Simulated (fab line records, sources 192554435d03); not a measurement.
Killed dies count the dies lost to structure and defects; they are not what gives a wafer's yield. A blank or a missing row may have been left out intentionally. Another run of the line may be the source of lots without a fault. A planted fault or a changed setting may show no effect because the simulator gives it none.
fab line records	flow n5-finfet
record: lots: 9	wafers: 24	last-day: 18
route steps=1938 shown BEOL_M3@950 BEOL_M4@1111 PASSIVATION@1936
lots that met no fault: from a run of the same line without faults
start-h: the number of hours between the record's first day and the start of the first shown wafer of the lot	wait-h: hours from the lot's prior step to this one	" as in the row above	L1.1+2: a row that stands for several wafers	- value missing, or start not given	* or withheld: withheld	< > ~ a bound
route shown NAME@n: NAME is a module with steps in the file, n the number in the route of the first one	usual: the fault-free wafers' mean and standard deviation	same: alike in all rows	chamber/n: place in a boat	sites: readings site by site	_std_site: standard deviation of those values	_edge_site: mean of outer sites minus mean of inner sites	radius-mm: for every site, how far away it sits from the centre of the wafer	mask NAME#n: copy n	behind: the tool/chamber that last shaped the wafer	hold: the reason the lot was held/the length of the hold in hours/how it ended	device: transistor that didn't switch, given as n, p or np	end of line: tests of these same wafers at the route's end	for a step that has no rows: nothing shown but its recipe	killed: dies lost to structure and defects at the first sort, not the wafer's yield	map: dies across one wafer; x = killed, . = not, _ = none there
set.NAME: setting as actually run; set.NAME@STEP: the setting as run at that earlier step	model.NAME: the simulator's own value behind a step, which no gauge read
a sample of lots followed through the steps of the route, with each step as a table and each wafer as a row
services: the hour from which a tool's chamber was out of use, counted from the record's first day as start-h (under 0 if before that day), plus the number of hours and why
== steps ==
step: N5_BEOL_M3_ETCH_64
recipe: chemistry: N2/H2	target: SOC	target-depth-a: 750	overetch-a: 150	mask-material: SiARC	temp-c: 40	time-s: 112.5	ion-energy-ev: 200	pressure-mtorr: 30	source-w: 840	bias-w: 150	n2-flow-sccm: 200	h2-flow-sccm: 200
usual: drypump-motor-current-A: 5.6/0.44	oes-product-au: 0.61/0.066	rf-vpp-V: 525/3.1	showerhead-plenum-p-Torr: 2.56/0.1	throttle-valve-pct: 17.86/0.26
same: time-s: 112.5
lot.wafer	tool	chamber	start-h	wait-h	drypump-motor-current-A	oes-product-au	rf-hours-counter-h	rf-vpp-V	showerhead-plenum-p-Torr	throttle-valve-pct
L465.1	rie-diel-06	1	148.15	0.0	5.5	0.61	116	518	2.37	17.80
L465.3	"	3	"	"	6.2	0.58	219	523	2.50	17.91
L465.5	"	3	"	"	6.2	0.58	-	523	2.50	17.91
L468.2	rie-diel-04	1	172.16	0.0	5.4	0.56	222	527	2.63	18.45
L468.4	"	0	"	"	5.3	0.61	168	527	2.63	17.79
L468.6	"	0	"	"	5.3	0.61	-	526	2.63	17.78
L472.1	rie-diel-06	1	208.61	0.0	5.5	0.61	136	520	2.37	17.84
L472.2	"	2	"	"	4.8	0.72	21	529	2.71	17.62
L474.2	rie-diel-04	2	214.32	0.0	5.9	0.66	68	524	2.56	17.52
L474.4	"	1	"	"	5.5	0.55	234	525	2.62	18.45
L476.1	rie-diel-04	2	225.00	0.0	5.9	0.66	70	525	2.56	17.53
L476.4	"	0	"	"	5.3	0.59	185	528	2.62	17.83
L481.1	rie-diel-01	1	246.21	0.0	6.4	0.59	180	524	2.54	18.05
L481.3	"	0	"	"	6.2	0.55	211	519	2.40	18.11
L481.5	"	3	"	"	5.9	0.54	-	524	2.51	17.88
L484.1	rie-diel-06	3	274.50	0.0	6.2	0.74	5	522	2.49	17.53
L484.5	"	0	"	"	5.6	0.57	-	526	2.61	18.06
L484.6	"	3	"	"	6.2	0.74	-	523	2.49	17.53
L485.1	rie-diel-04	0	284.55	0.0	5.3	0.58	208	526	2.61	17.87
L485.2	"	3	"	"	6.1	0.73	5	526	2.60	17.37
L485.4	"	3	"	"	6.1	0.75	-	526	2.60	17.38
L487.1	rie-diel-01	1	294.33	0.0	6.4	0.58	199	524	2.53	18.09
L487.3	"	0	"	"	6.3	0.55	231	520	2.39	18.14
L487.5	"	2	"	"	5.1	0.59	-	527	2.63	17.85
step: N5_BEOL_M3_STRIP_66
recipe: chemistry: CF4	resist: SiARC	power-w: 300	bias-power-w: 75	pressure-mtorr: 50	cf4-flow-sccm: 150	rf-frequency-hz: 6e+07
usual: drypump-motor-current-A: 5.6/0.44	oes-product-au: 0.77/0.082	rf-vpp-V: 271.4/1.7	showerhead-plenum-p-Torr: 1.81/0.068	throttle-valve-pct: 13.66/0.23
lot.wafer	tool	chamber	start-h	wait-h	drypump-motor-current-A	oes-product-au	rf-hours-counter-h	rf-vpp-V	showerhead-plenum-p-Torr	throttle-valve-pct
L465.1	rie-diel-06	1	148.28	0.0	5.5	0.77	116	269.6	1.68	13.45
L465.3	"	3	"	"	6.2	0.72	219	269.9	1.77	13.74
L465.5	"	3	"	"	6.1	0.71	-	269.5	1.77	13.72
L468.2	rie-diel-04	1	172.28	0.0	5.5	0.70	222	271.4	1.84	14.02
L468.4	"	0	"	"	5.3	0.75	168	272.9	1.85	13.63
L468.6	"	0	"	"	5.3	0.75	-	271.1	1.85	13.63
L472.1	rie-diel-06	1	208.74	0.0	5.5	0.76	136	268.7	1.67	13.52
L472.2	"	2	"	"	4.8	0.89	21	273.4	1.91	13.42
L474.2	rie-diel-04	2	214.44	0.0	5.9	0.82	68	271.6	1.83	13.46
L474.4	"	1	"	"	5.4	0.69	234	273.4	1.83	14.05
L476.1	rie-diel-04	2	225.12	0.0	5.9	0.82	70	270.1	1.83	13.46
L476.4	"	0	"	"	5.3	0.75	185	272.7	1.84	13.66
L481.1	rie-diel-01	1	246.33	0.0	6.4	0.74	180	270.7	1.80	13.84
L481.3	"	0	"	"	6.2	0.69	211	269.4	1.72	14.04
L481.5	"	3	"	"	5.9	0.68	-	270.2	1.78	13.67
L484.1	rie-diel-06	3	274.63	0.0	6.1	0.92	5	271.9	1.76	13.25
L484.5	"	0	"	"	5.6	0.71	-	271.8	1.84	13.86
L484.6	"	3	"	"	6.1	0.93	-	271.2	1.76	13.25
L485.1	rie-diel-04	0	284.68	0.0	5.3	0.72	209	273.0	1.84	13.72
L485.2	"	3	"	"	6.0	0.93	5	271.1	1.85	13.28
L485.4	"	3	"	"	6.0	0.92	-	271.6	1.85	13.25
L487.1	rie-diel-01	1	294.46	0.0	6.4	0.72	199	270.5	1.79	13.89
L487.3	"	0	"	"	6.2	0.68	231	267.9	1.72	14.06
L487.5	"	2	"	"	5.1	0.74	-	272.4	1.87	13.77
step: N5_BEOL_M3_ETCH_69
recipe: chemistry: CF4	target: SiARC	target-depth-a: 156	mask-material: CAR-EUV	time-s: 26	ion-energy-ev: 80	pressure-mtorr: 40	source-w: 545	bias-w: 36	Ar_flow_sccm: 100	cf4-flow-sccm: 100	ends: cleared
usual: drypump-motor-current-A: 5.6/0.46	etch-rf-on-time-s: 26.0/0.57	oes-product-au: 0.66/0.071	rf-vpp-V: 184.4/1.5	showerhead-plenum-p-Torr: 2.16/0.086	throttle-valve-pct: 15.69/0.22
lot.wafer	tool	chamber	start-h	wait-h	drypump-motor-current-A	etch-rf-on-time-s	oes-product-au	rf-hours-counter-h	rf-vpp-V	showerhead-plenum-p-Torr	throttle-valve-pct
L465.1	rie-diel-04	3	151.21	0.0	6.0	26.4	0.59	216	185.6	2.21	15.74
L465.3	"	1	"	"	5.5	25.7	0.61	212	184.7	2.20	16.00
L465.5	"	0	"	"	5.3	26.2	0.65	-	184.6	2.22	15.65
L468.2	rie-diel-01	2	173.41	0.0	5.1	27.0	0.65	137	185.1	2.25	15.77
L468.4	"	3	"	"	5.9	26.6	0.59	227	183.9	2.13	15.65
L468.6	"	1	"	"	6.4	26.0	0.65	-	185.2	2.14	15.78
L472.1	rie-diel-04	0	209.46	0.0	5.3	18.9	0.78	180	185.9	2.21	15.70
L472.2	"	3	"	"	6.0	25.4	0.60	237	183.7	2.21	15.78
L474.2	rie-diel-04	3	215.16	0.0	6.1	25.9	0.59	239	185.8	2.21	15.77
L474.4	"	2	"	"	5.9	19.1	0.86	68	185.0	2.17	15.49
L476.1	rie-diel-04	0	226.11	0.0	5.3	19.1	0.77	185	185.7	2.21	15.70
L476.4	"	2	"	"	5.9	19.1	0.85	70	184.0	2.17	15.48
L481.1	rie-diel-06	2	247.12	0.0	4.8	25.1	0.76	33	185.0	2.27	15.46
L481.3	"	0	"	"	5.7	26.7	0.61	212	185.4	2.20	15.84
L481.5	"	2	"	"	4.8	25.1	0.77	-	186.1	2.27	15.46
L484.1	rie-diel-06	3	275.57	0.0	6.2	25.0	0.82	6	183.1	2.10	15.28
L484.5	"	1	"	"	5.6	25.6	0.64	-	184.3	1.98	15.54
L484.6	"	2	"	"	4.8	25.4	0.76	-	186.5	2.27	15.48
L485.1	rie-diel-04	0	285.40	0.0	5.3	26.2	0.63	209	184.3	2.20	15.75
L485.2	"	2	"	"	5.9	26.5	0.69	87	184.6	2.16	15.53
L485.4	"	3	"	"	6.0	26.0	0.79	-	184.7	2.20	15.27
L487.1	rie-diel-01	3	295.59	0.0	5.9	25.3	0.84	4	183.4	2.12	15.19
L487.3	"	1	"	"	6.4	25.9	0.63	200	183.6	2.12	15.86
L487.5	"	3	"	"	5.9	25.3	0.85	-	183.6	2.12	15.19
step: N5_BEOL_M3_TRENCH_ETCH_37
recipe: chemistry: C4F6/O2	target-depth-a: 555.55	target: SiOC	time-s: 29.2	ion-energy-ev: 250	pressure-mtorr: 30	source-w: 355	bias-w: 185	Ar_flow_sccm: 300	C4F6_flow_sccm: 10	O2_flow_sccm: 10
usual: drypump-motor-current-A: 5.7/0.5	oes-product-au: 0.77/0.078	rf-vpp-V: 667/8.6	showerhead-plenum-p-Torr: 2.86/0.12	throttle-valve-pct: 20.90/0.2
same: time-s: 29.2
lot.wafer	tool	chamber	start-h	wait-h	drypump-motor-current-A	oes-product-au	rf-hours-counter-h	rf-vpp-V	showerhead-plenum-p-Torr	throttle-valve-pct
L465.1	rie-diel-06	3	-	-	6.2	0.73	224	659	2.81	20.95
L465.3	"	1	"	"	5.5	0.79	121	672	2.63	20.63
L465.5	"	2	"	"	4.8	0.96	-	665	3.02	20.65
L468.2	rie-diel-01	2	-	-	5.1	0.77	138	668	3.00	21.10
L468.4	"	0	"	"	6.2	0.71	192	662	2.71	21.17
L468.6	"	2	"	"	5.1	0.77	-	666	3.00	21.09
L472.1	rie-diel-06	1	-	-	5.5	0.77	137	672	2.63	20.66
L472.2	"	2	"	"	4.8	0.90	22	665	3.01	20.66
L474.2	rie-diel-06	1	-	-	5.6	0.76	138	672	2.63	20.66
L474.4	"	2	"	"	4.8	0.90	23	664	3.01	20.67
L476.1	rie-diel-04	3	-	-	6.0	0.68	243	663	2.91	20.92
L476.4	"	1	"	"	5.4	0.70	238	678	2.91	21.25
L481.1	rie-diel-06	2	-	-	4.8	0.88	33	666	3.01	20.69
L481.3	"	0	"	"	5.6	0.72	212	660	2.92	21.04
L481.5	"	2	"	"	4.8	0.90	-	666	3.01	20.69
L484.1	rie-diel-01	0	-	-	6.3	0.68	225	661	2.70	21.22
L484.5	"	0	"	"	6.3	0.68	-	662	2.70	21.21
L484.6	"	1	"	"	6.4	0.73	-	670	2.81	20.99
L485.1	rie-diel-06	0	-	-	5.6	0.70	225	662	2.92	21.08
L485.2	"	2	"	"	4.8	0.87	45	665	3.00	20.71
L485.4	"	1	"	"	5.5	0.74	159	671	2.62	20.69
L487.1	rie-diel-06	1	-	-	5.5	0.74	164	671	2.62	20.70
L487.3	"	0	"	"	5.6	0.70	228	661	2.91	21.07
L487.5	"	2	"	"	4.8	0.86	-	665	3.00	20.72
step: N5_BEOL_M4_RC_MEAS_101
usual: DIBL_N: 35.9/1.8	DIBL_P: 36.2/2	IOFF_N: 0.16/0.031	IOFF_P: 0.22/0.041	ION_N: 676/11	ION_P: 465/8.5	SS_N: 71.4/0.64	SS_P: 73.2/0.7	VT_N: 250/3.5	VT_P: -250/3.9
lot.wafer	tool	chamber	start-h	wait-h	DIBL_N[mV/V]	DIBL_P[mV/V]	IOFF_N[nA/um]	IOFF_P[nA/um]	ION_N[uA/um]	ION_P[uA/um]	SS_N[mV/dec]	SS_P[mV/dec]	VT_N[mV]	VT_P[mV]
L465.1	prober-02	0	172.36	0.0	35.3	37.7	0.15	0.21	681	472	70.8	73.5	250	-250
L465.3	"	0	"	"	34.0	35.3	0.13	0.18	657	456	70.9	73.1	253	-252
L465.5	"	0	"	"	35.9	37.8	0.16	0.22	688	467	70.8	73.5	251	-249
L468.2	prober-01	0	195.17	0.2	36.8	36.1	0.18	0.25	681	471	72.3	73.8	249	-244
L468.4	"	0	"	"	36.2	35.4	0.15	0.24	673	474	71.4	74.1	250	-245
L468.6	"	0	"	"	34.8	34.8	0.15	0.23	678	472	71.2	73.0	249	-247
L472.1	prober-01	0	231.46	0.0	35.3	37.8	0.16	0.23	678	465	71.3	73.5	249	-250
L472.2	"	0	"	"	34.9	37.0	0.15	0.21	687	466	71.2	73.0	249	-249
L474.2	prober-01	0	238.46	0.2	37.4	37.1	0.16	0.21	679	465	71.1	73.3	248	-253
L474.4	"	0	"	"	38.1	37.7	0.18	0.24	680	473	72.2	73.7	249	-250
L476.1	prober-02	0	243.81	0.0	35.2	36.3	0.16	0.22	689	471	71.2	74.0	249	-249
L476.4	"	0	"	"	35.5	36.5	0.17	0.22	673	463	71.4	74.3	247	-249
L481.1	prober-01	0	269.86	0.0	37.3	38.5	0.21	0.24	689	464	72.4	74.3	245	-249
L481.3	"	0	"	"	36.9	37.9	0.20	0.23	689	468	71.9	74.2	244	-251
L481.5	"	0	"	"	38.6	39.0	0.22	0.24	691	463	71.9	74.4	246	-250
L484.1	prober-01	0	292.51	0.0	36.6	37.1	0.16	0.25	684	476	71.8	72.6	248	-247
L484.5	"	0	"	"	37.2	37.5	0.16	0.26	673	470	71.3	73.7	251	-247
L484.6	"	0	"	"	38.2	39.3	0.21	0.30	702	484	71.5	73.6	244	-246
L485.1	prober-01	0	303.26	0.0	36.2	34.7	0.17	0.22	680	459	71.8	73.0	247	-251
L485.2	"	0	"	"	34.7	33.7	0.14	0.20	669	466	71.2	72.9	249	-251
L485.4	"	0	"	"	34.8	33.1	0.15	0.19	662	458	71.2	71.8	250	-250
L487.1	prober-02	0	321.11	0.0	35.7	35.5	0.13	0.15	676	456	70.6	73.4	250	-258
L487.3	"	0	"	"	35.4	35.8	0.13	0.15	678	464	70.6	72.5	254	-259
L487.5	"	0	"	"	35.6	36.1	0.14	0.15	675	452	71.2	73.0	249	-256
step: N5_PASSIVATION_PROBE_49
usual: defect-limited-yield: 91.3/1.3	killed_at_M0_to_M3: 35/9.3	killed_at_M4_up: 14/5.2	killed-at-contacts: 12/5.9	killed-at-front-end: 38/11	killed-at-other: 4/3.7	killed-dies: 103/15	killed-open: 67/12	killed-short: 34/8	sort_bin_5_function: 5.1/0.88	sort_bin_6_memory: 3.3/0.65	sort-n-pass: 1077/15	sort-yield-pct: 91.3/1.3
same: gross-dies: 1180	killed-at-back-side: 0	sort_bin_4_leakage[%]: 0	sort_bin_8_speed[%]: 0
lot.wafer	tool	chamber	start-h	wait-h	defect-limited-yield[%]	killed_at_M0_to_M3	killed_at_M4_up	killed-at-contacts	killed-at-front-end	killed-at-other	killed-dies	killed-open	killed-short	sort_bin_5_function[%]	sort_bin_6_memory[%]	sort-n-pass	sort-yield-pct[%]
L472.1	prober-02	-	341.92	0.0	89.9	37	22	8	49	3	119	80	39	6.4	3.2	1061	89.9
L474.2	prober-02	-	348.15	0.1	90.3	39	10	10	51	4	114	65	49	5.5	3.9	1066	90.3
L474.4	prober-02	-	348.25	0.2	88.8	24	18	27	42	21	132	81	49	6.4	4.2	1048	88.8
killed by level:class
L472.1 FIN_SAQP:geometric-particle:open=12 BEOL_M4:geometric-particle:open=11 FIN_SAQP:geometric-particle:short=10 BEOL_M3:geometric-particle:open=10 STI_FIN_REVEAL:geometric-particle:open=9 BEOL_M0_SAQP:geometric-particle:open=9 MOL_CONTACT_COAG:geometric-particle:open=6 BEOL_M0:geometric-particle:short=4
L474.2 FIN_SAQP:geometric-particle:short=20 BEOL_M0_SAQP:geometric-particle:short=14 BEOL_M2:geometric-particle:open=9 FIN_SAQP:geometric-particle:open=8 BEOL_M0_SAQP:geometric-particle:open=8 MOL_CONTACT_COAG:geometric-particle:open=7 STI_FIN_REVEAL:geometric-particle:open=6 GATE_CUT:geometric-particle:open=5
L474.4 MOL_CONTACT_COAG:geometric-particle:open=19 FIN_SAQP:geometric-particle:open=9 MIM_TOP_ETCH:geometric-particle:short=9 GATE_CUT:geometric-particle:short=8 MOL_CONTACT_COAG:geometric-particle:short=8 GATE_CUT:geometric-particle:open=7 FIN_SAQP:geometric-particle:short=6 BEOL_M0:geometric-particle:open=6
== services ==
tool	chamber	start-h	hours	kind
rie-diel-06	2	130.38	-	clean
rie-diel-06	2	130.38	-	consumable-replace:focus-ring
rie-diel-06	2	130.38	-	consumable-replace:showerhead
rie-diel-06	2	130.38	17.2	scheduled-down
rie-diel-06	2	130.38	17.2	vent-cycle
rie-diel-01	-	142.97	28.1	pm
rie-diel-06	-	151.78	0.2	repair
rie-diel-06	3	242.81	-	clean
rie-diel-06	3	242.81	-	consumable-replace:focus-ring
rie-diel-06	3	242.81	17.0	scheduled-down
rie-diel-06	3	242.81	17.0	vent-cycle
rie-diel-01	2	244.51	16.5	repair
rie-diel-04	3	251.21	-	clean
rie-diel-04	3	251.21	-	consumable-replace:focus-ring
rie-diel-04	3	251.21	22.0	scheduled-down
rie-diel-04	3	251.21	22.0	vent-cycle
rie-diel-01	3	261.45	-	clean
rie-diel-01	3	261.45	-	consumable-replace:focus-ring
rie-diel-04	1	273.24	-	clean
rie-diel-04	1	273.24	-	consumable-replace:focus-ring
rie-diel-04	1	273.24	28.3	scheduled-down
rie-diel-04	1	273.24	28.3	vent-cycle
rie-diel-06	0	287.07	4.0	repair
rie-diel-01	1	288.75	1.8	repair
== key ==
first-sign: step: N5_BEOL_M3_ETCH_69	reading: etch-rf-on-time-s	direction: down	sigmas: 12	usual: *	struck: *
effect: step: N5_BEOL_M3_ETCH_69	reading: oes-product-au	direction: up	sigmas: 2.2	usual: 0.66	struck: 0.81	wafers-moved: 2
met-at N5_BEOL_M3_ETCH_69
struck-lots L472,L474,L476
struck-wafers L472.1,L474.4,L476.1,L476.4
not-acting-at N5_BEOL_M3_ETCH_64,N5_BEOL_M3_STRIP_66,N5_BEOL_M3_TRENCH_ETCH_37
onset-between 151.21 209.46
fault: kind: process-parameter-drift	tool: rie-diel-04	chamber: -	onset-h: 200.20	steps: N5_BEOL_M3_ETCH_69	channel: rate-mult	offset: 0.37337	shape: step	end-h: 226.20	scope: struck-wafers-only
